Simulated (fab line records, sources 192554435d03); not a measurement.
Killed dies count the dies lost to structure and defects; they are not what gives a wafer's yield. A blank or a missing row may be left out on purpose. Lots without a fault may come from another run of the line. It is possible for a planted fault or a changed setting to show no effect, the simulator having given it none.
The tool behind it: which one? :: flow n5 finfet :: 10 lots with 30 wafers sampled at 5 steps, on a route of 1938 steps

## WHAT EACH GAUGE READ, for each wafer
N5_BEOL_M4_RC_MEAS_101. Usual: DIBL_N 36.0 mV/V, standard deviation 1.6; DIBL_P 35.8 mV/V, standard deviation 2; IOFF_N 0.152 nA/um, standard deviation 0.03; IOFF_P 0.20 nA/um, standard deviation 0.031; ION_N 670 uA/um, standard deviation 12; ION_P 459 uA/um, standard deviation 7.4; SS_N 71.5 mV/dec, standard deviation 0.56; SS_P 73.2 mV/dec, standard deviation 0.64; VT_N 251 mV, standard deviation 3.5; VT_P -252 mV, standard deviation 3.3.
lot: L919
measured: day 9 08:02
on: prober-02
DIBL_N (mV/V): 36.5 36.4 35.1
DIBL_P (mV/V): 36.9 36.1 35.6
IOFF_N (nA/um): 0.170 0.159 0.143
IOFF_P (nA/um): 0.23 0.22 0.22
ION_N (uA/um): 681 664 675
ION_P (uA/um): 467 457 469
SS_N (mV/dec): 72.2 72.2 72.0
SS_P (mV/dec): 73.9 73.9 73.2
VT_N (mV): 246 251 252
VT_P (mV): -247 -246 -246
flag: 

lot: L921
measured: day 9 13:56
on: prober-02
DIBL_N (mV/V): 37.0 35.3 35.9
DIBL_P (mV/V): 37.4 34.5 34.9
IOFF_N (nA/um): 0.162 0.136 0.135
IOFF_P (nA/um): 0.21 0.17 0.18
ION_N (uA/um): 683 675 659
ION_P (uA/um): 468 464 451
SS_N (mV/dec): 70.9 71.0 70.8
SS_P (mV/dec): 74.1 72.6 73.1
VT_N (mV): 248 249 252
VT_P (mV): -250 -253 -255
flag: 

lot: L923
measured: day 10 03:13
on: prober-01
DIBL_N (mV/V): 37.4 35.9 37.2
DIBL_P (mV/V): 36.7 35.6 37.0
IOFF_N (nA/um): 0.151 0.125 0.155
IOFF_P (nA/um): 0.20 0.18 0.20
ION_N (uA/um): 674 656 680
ION_P (uA/um): 461 455 463
SS_N (mV/dec): 71.8 71.3 72.1
SS_P (mV/dec): 73.6 73.2 73.6
VT_N (mV): 253 255 250
VT_P (mV): -252 -250 -253
flag: 

lot: L924
measured: day 10 22:27
on: prober-01
DIBL_N (mV/V): 33.6 36.9 34.7
DIBL_P (mV/V): 34.2 38.5 35.2
IOFF_N (nA/um): 0.113 0.172 0.136
IOFF_P (nA/um): 0.19 0.26 0.21
ION_N (uA/um): 644 676 673
ION_P (uA/um): 456 473 473
SS_N (mV/dec): 71.4 71.7 71.2
SS_P (mV/dec): 72.4 73.6 72.9
VT_N (mV): 255 248 253
VT_P (mV): -247 -245 -248
flag: 

lot: L927
measured: day 11 05:56
on: prober-01
DIBL_N (mV/V): 34.2 35.1 36.6
DIBL_P (mV/V): 33.1 34.1 36.1
IOFF_N (nA/um): 0.111 0.124 0.150
IOFF_P (nA/um): 0.15 0.15 0.18
ION_N (uA/um): 654 647 663
ION_P (uA/um): 447 441 451
SS_N (mV/dec): 71.0 71.6 72.1
SS_P (mV/dec): 71.8 72.7 73.1
VT_N (mV): 257 255 251
VT_P (mV): -257 -255 -256
flag: 

lot: L931
measured: day 12 17:02
on: prober-02
DIBL_N (mV/V): 34.8 36.3 40.9
DIBL_P (mV/V): 32.6 34.5 40.2
IOFF_N (nA/um): 0.118 0.143 0.233
IOFF_P (nA/um): 0.14 0.17 0.25
ION_N (uA/um): 665 661 689
ION_P (uA/um): 452 451 461
SS_N (mV/dec): 71.1 70.6 72.9
SS_P (mV/dec): 72.2 72.8 74.1
VT_N (mV): 250 248 242
VT_P (mV): -256 -253 -250
flag: 

lot: L934
measured: day 12 20:21
on: prober-02
DIBL_N (mV/V): 34.7 39.0 36.8
DIBL_P (mV/V): 33.2 38.9 35.7
IOFF_N (nA/um): 0.122 0.210 0.154
IOFF_P (nA/um): 0.15 0.24 0.19
ION_N (uA/um): 658 690 667
ION_P (uA/um): 452 472 452
SS_N (mV/dec): 71.2 72.5 71.9
SS_P (mV/dec): 73.1 73.9 73.5
VT_N (mV): 254 246 252
VT_P (mV): -257 -248 -252
flag: 

lot: L936
measured: day 13 03:50
on: prober-02
DIBL_N (mV/V): 36.2 37.3 34.6
DIBL_P (mV/V): 34.5 34.6 32.2
IOFF_N (nA/um): 0.148 0.146 0.120
IOFF_P (nA/um): 0.18 0.17 0.16
ION_N (uA/um): 684 674 660
ION_P (uA/um): 464 447 449
SS_N (mV/dec): 71.2 71.6 70.6
SS_P (mV/dec): 72.7 72.7 72.4
VT_N (mV): 248 254 253
VT_P (mV): -255 -255 -256
flag: 

lot: L941
measured: day 15 06:46
on: prober-01
DIBL_N (mV/V): 35.3 35.7 37.0
DIBL_P (mV/V): 36.1 36.1 37.1
IOFF_N (nA/um): 0.156 0.171 0.177
IOFF_P (nA/um): 0.23 0.22 0.23
ION_N (uA/um): 681 677 676
ION_P (uA/um): 467 468 465
SS_N (mV/dec): 71.0 71.2 71.9
SS_P (mV/dec): 73.7 74.0 74.4
VT_N (mV): 248 249 251
VT_P (mV): -249 -250 -250
flag: 

lot: L942
measured: day 15 11:20
on: prober-02
DIBL_N (mV/V): 34.3 31.8 33.2
DIBL_P (mV/V): 34.4 30.1 32.1
IOFF_N (nA/um): 0.129 0.087 0.113
IOFF_P (nA/um): 0.17 0.11 0.14
ION_N (uA/um): 655 632 658
ION_P (uA/um): 454 435 449
SS_N (mV/dec): 70.4 71.7 71.2
SS_P (mV/dec): 72.7 71.6 72.2
VT_N (mV): 250 259 255
VT_P (mV): -253 -261 -258
flag: 

## WHICH TOOL RAN EACH LOT (tool, then ch and the chambers of the sampled wafers, then the start)
lot: L919
N5_BEOL_M1_STRIP_97: rie diel-03 ch 0,2,3, day 6 06:29 or earlier
N5_BEOL_M1_DEGAS_44: pvd sputter-01, day 6 06:29
N5_BEOL_M1_ANNEAL_82: pvd sputter-01, day 6 09:07
N5_BEOL_M1_SPUTTER_90: pvd sputter-01, day 6 09:42

lot: L921
N5_BEOL_M1_STRIP_97: rie diel-04 ch 0,2,3, day 6 19:23 or earlier
N5_BEOL_M1_DEGAS_44: pvd sputter-03, day 6 19:23
N5_BEOL_M1_ANNEAL_82: pvd sputter-03, day 6 20:47
N5_BEOL_M1_SPUTTER_90: pvd sputter-03, day 6 21:22

lot: L923
N5_BEOL_M1_STRIP_97: rie diel-04 ch 0,1,3, day 7 09:27 or earlier
N5_BEOL_M1_DEGAS_44: pvd sputter-01, day 7 09:27
N5_BEOL_M1_ANNEAL_82: pvd sputter-03, day 7 11:48
N5_BEOL_M1_SPUTTER_90: pvd sputter-03, day 7 12:23

lot: L924
N5_BEOL_M1_STRIP_97: rie diel-01 ch 0,2,3, day 7 15:04 or earlier
N5_BEOL_M1_DEGAS_44: pvd sputter-01, day 7 15:04
N5_BEOL_M1_ANNEAL_82: pvd sputter-01, day 7 16:14
N5_BEOL_M1_SPUTTER_90: pvd sputter-01, day 7 16:49

lot: L927
N5_BEOL_M1_STRIP_97: rie diel-01 ch 1,2, day 8 11:03 or earlier
N5_BEOL_M1_DEGAS_44: pvd sputter-03, day 8 11:03
N5_BEOL_M1_ANNEAL_82: pvd sputter-01, day 8 12:14
N5_BEOL_M1_SPUTTER_90: pvd sputter-01, day 8 12:52

lot: L931
N5_BEOL_M1_STRIP_97: rie diel-01 ch 0,2,3, day 9 21:57 or earlier
N5_BEOL_M1_DEGAS_44: pvd sputter-03, day 9 21:57
N5_BEOL_M1_ANNEAL_82: pvd sputter-03, day 9 23:19
N5_BEOL_M1_SPUTTER_90: pvd sputter-03, day 9 23:53

lot: L934
N5_BEOL_M1_STRIP_97: rie diel-01 ch 0,3, day 10 02:29 or earlier
N5_BEOL_M1_DEGAS_44: pvd sputter-03, day 10 02:29
N5_BEOL_M1_ANNEAL_82: pvd sputter-03, day 10 03:36
N5_BEOL_M1_SPUTTER_90: pvd sputter-03, day 10 04:11

lot: L936
N5_BEOL_M1_STRIP_97: rie diel-01 ch 1,2, day 10 15:56 or earlier
N5_BEOL_M1_DEGAS_44: pvd sputter-03, day 10 15:56
N5_BEOL_M1_ANNEAL_82: pvd sputter-02, day 10 17:08
N5_BEOL_M1_SPUTTER_90: pvd sputter-02, day 10 17:43

lot: L941
N5_BEOL_M1_STRIP_97: rie diel-03 ch 0,1,3, day 12 07:46 or earlier
N5_BEOL_M1_DEGAS_44: pvd sputter-02, day 12 07:46
N5_BEOL_M1_ANNEAL_82: pvd sputter-02, day 12 08:58
N5_BEOL_M1_SPUTTER_90: pvd sputter-02, day 12 09:32

lot: L942
N5_BEOL_M1_STRIP_97: rie diel-03 ch 0,1,3, day 12 13:39 or earlier
N5_BEOL_M1_DEGAS_44: pvd sputter-03, day 12 13:39
N5_BEOL_M1_ANNEAL_82: pvd sputter-01, day 12 16:10
N5_BEOL_M1_SPUTTER_90: pvd sputter-01, day 12 16:44
- N5_BEOL_M1_STRIP_97: strips in N2/H2, time 10 s.
- N5_BEOL_M1_DEGAS_44: time 60 s.
- N5_BEOL_M1_ANNEAL_82: time 240 s.
- N5_BEOL_M1_SPUTTER_90: material Cu, target thk 4.5 nm, time 8.29 s.

## AS READ BY THE TOOLS THEMSELVES (means over the sampled wafers that have a number; for cases with no such wafer, the mark the record gives instead)
N5_BEOL_M1_STRIP_97. Usual: drypump motor current A 5.8 A, standard deviation 0.5; oes product au 0.76 a.u., standard deviation 0.068; rf vpp V 59.2 V, standard deviation 0.88; showerhead plenum p Torr 2.55 Torr, standard deviation 0.078; throttle valve pct 23.8 %, standard deviation 0.36.
lot: L919
tool: rie diel-03
drypump motor current A (A): 5.3
oes product au (a.u.): 0.79
rf vpp V (V): 59.4
showerhead plenum p Torr (Torr): 2.56
throttle valve pct (%): 23.8
flag: 

lot: L921
tool: rie diel-04
drypump motor current A (A): 5.7
oes product au (a.u.): 0.72
rf vpp V (V): 59.8
showerhead plenum p Torr (Torr): 2.56
throttle valve pct (%): 23.7
flag: 

lot: L923
tool: rie diel-04
drypump motor current A (A): 6.0
oes product au (a.u.): 0.75
rf vpp V (V): 58.8
showerhead plenum p Torr (Torr): 2.55
throttle valve pct (%): 23.9
flag: 

lot: L924
tool: rie diel-01
drypump motor current A (A): 6.0
oes product au (a.u.): 0.74
rf vpp V (V): 59.3
showerhead plenum p Torr (Torr): 2.60
throttle valve pct (%): 23.6
flag: 

lot: L927
tool: rie diel-01
drypump motor current A (A): 5.9
oes product au (a.u.): 0.75
rf vpp V (V): 58.8
showerhead plenum p Torr (Torr): 2.57
throttle valve pct (%): 23.9
flag: 

lot: L931
tool: rie diel-01
drypump motor current A (A): 6.0
oes product au (a.u.): 0.81
rf vpp V (V): 58.5
showerhead plenum p Torr (Torr): 2.59
throttle valve pct (%): 23.5
flag: 

lot: L934
tool: rie diel-01
drypump motor current A (A): 6.2
oes product au (a.u.): 0.79
rf vpp V (V): 59.0
showerhead plenum p Torr (Torr): 2.60
throttle valve pct (%): 23.5
flag: 

lot: L936
tool: rie diel-01
drypump motor current A (A): 6.0
oes product au (a.u.): 0.72
rf vpp V (V): 58.4
showerhead plenum p Torr (Torr): 2.50
throttle valve pct (%): 24.0
flag: 

lot: L941
tool: rie diel-03
drypump motor current A (A): 5.8
oes product au (a.u.): 0.74
rf vpp V (V): 59.6
showerhead plenum p Torr (Torr): 2.54
throttle valve pct (%): 23.8
flag: 

lot: L942
tool: rie diel-03
drypump motor current A (A): 5.8
oes product au (a.u.): 0.74
rf vpp V (V): 59.5
showerhead plenum p Torr (Torr): 2.54
throttle valve pct (%): 23.8
flag: 

N5_BEOL_M1_DEGAS_44. Usual: heater power w reads 339 W (standard deviation 34).
lot: L919
tool: pvd sputter-01
heater power w (W): 349
flag: 

lot: L921
tool: pvd sputter-03
heater power w (W): 318
flag: 

lot: L923
tool: pvd sputter-01
heater power w (W): 357
flag: 

lot: L924
tool: pvd sputter-01
heater power w (W): 358
flag: 

lot: L927
tool: pvd sputter-03
heater power w (W): 321
flag: 

lot: L931
tool: pvd sputter-03
heater power w (W): 333
flag: 

lot: L934
tool: pvd sputter-03
heater power w (W): 312
flag: 

lot: L936
tool: pvd sputter-03
heater power w (W): 327
flag: 

lot: L941
tool: pvd sputter-02
heater power w (W): 350
flag: 

lot: L942
tool: pvd sputter-03
heater power w (W): 329
flag: 

N5_BEOL_M1_ANNEAL_82. Usual: heater power w reads 848 W (standard deviation 80).
lot: L919
tool: pvd sputter-01
heater power w (W): 916
flag: 

lot: L921
tool: pvd sputter-03
heater power w (W): 800
flag: 

lot: L923
tool: pvd sputter-03
heater power w (W): 824
flag: 

lot: L924
tool: pvd sputter-01
heater power w (W): 894
flag: 

lot: L927
tool: pvd sputter-01
heater power w (W): 903
flag: 

lot: L931
tool: pvd sputter-03
heater power w (W): 841
flag: 

lot: L934
tool: pvd sputter-03
heater power w (W): 830
flag: 

lot: L936
tool: pvd sputter-02
heater power w (W): 786
flag: 

lot: L941
tool: pvd sputter-02
heater power w (W): 767
flag: 

lot: L942
tool: pvd sputter-01
heater power w (W): 936
flag: 

N5_BEOL_M1_SPUTTER_90. Usual: chamber pressure pa 0.07 Pa, standard deviation 0.00012; throttle valve pct 30.0 %, standard deviation 1.
lot: L919
tool: pvd sputter-01
chamber pressure pa (Pa): 0.07
throttle valve pct (%): 29.7
flag: 

lot: L921
tool: pvd sputter-03
chamber pressure pa (Pa): 0.07
throttle valve pct (%): 30.1
flag: 

lot: L923
tool: pvd sputter-03
chamber pressure pa (Pa): 0.07
throttle valve pct (%): 30.0
flag: 

lot: L924
tool: pvd sputter-01
chamber pressure pa (Pa): 0.07
throttle valve pct (%): 30.2
flag: 

lot: L927
tool: pvd sputter-01
chamber pressure pa (Pa): 0.07
throttle valve pct (%): 30.1
flag: 

lot: L931
tool: pvd sputter-03
chamber pressure pa (Pa): 0.07
throttle valve pct (%): 29.6
flag: 

lot: L934
tool: pvd sputter-03
chamber pressure pa (Pa): 0.07
throttle valve pct (%): 29.8
flag: 

lot: L936
tool: pvd sputter-02
chamber pressure pa (Pa): 0.07
throttle valve pct (%): 30.0
flag: 

lot: L941
tool: pvd sputter-02
chamber pressure pa (Pa): 0.07
throttle valve pct (%): 30.4
flag: 

lot: L942
tool: pvd sputter-01
chamber pressure pa (Pa): 0.07
throttle valve pct (%): 29.5
flag: 

## THE ANSWER, worked out from the rows above alone
Rule: a lot counts as off when the mean over its wafers that have a number is more than 3 standard deviations away from the usual mean. Also off: a lot with no number at a reading for which 4 or more lots have one. Where the step has rows for the other lots, those lots are counted as sound. The gauges are gone through in route order, then the tools' own readings, and for those a lot's mean is taken as printed above. At the first step where some lot is off, the reading lying furthest off is the one used; lots without a number count as furthest.
No lot is off on any of the readings shown, so nothing can be concluded from this.

## WHAT THE SIMULATOR HAD PUT IN
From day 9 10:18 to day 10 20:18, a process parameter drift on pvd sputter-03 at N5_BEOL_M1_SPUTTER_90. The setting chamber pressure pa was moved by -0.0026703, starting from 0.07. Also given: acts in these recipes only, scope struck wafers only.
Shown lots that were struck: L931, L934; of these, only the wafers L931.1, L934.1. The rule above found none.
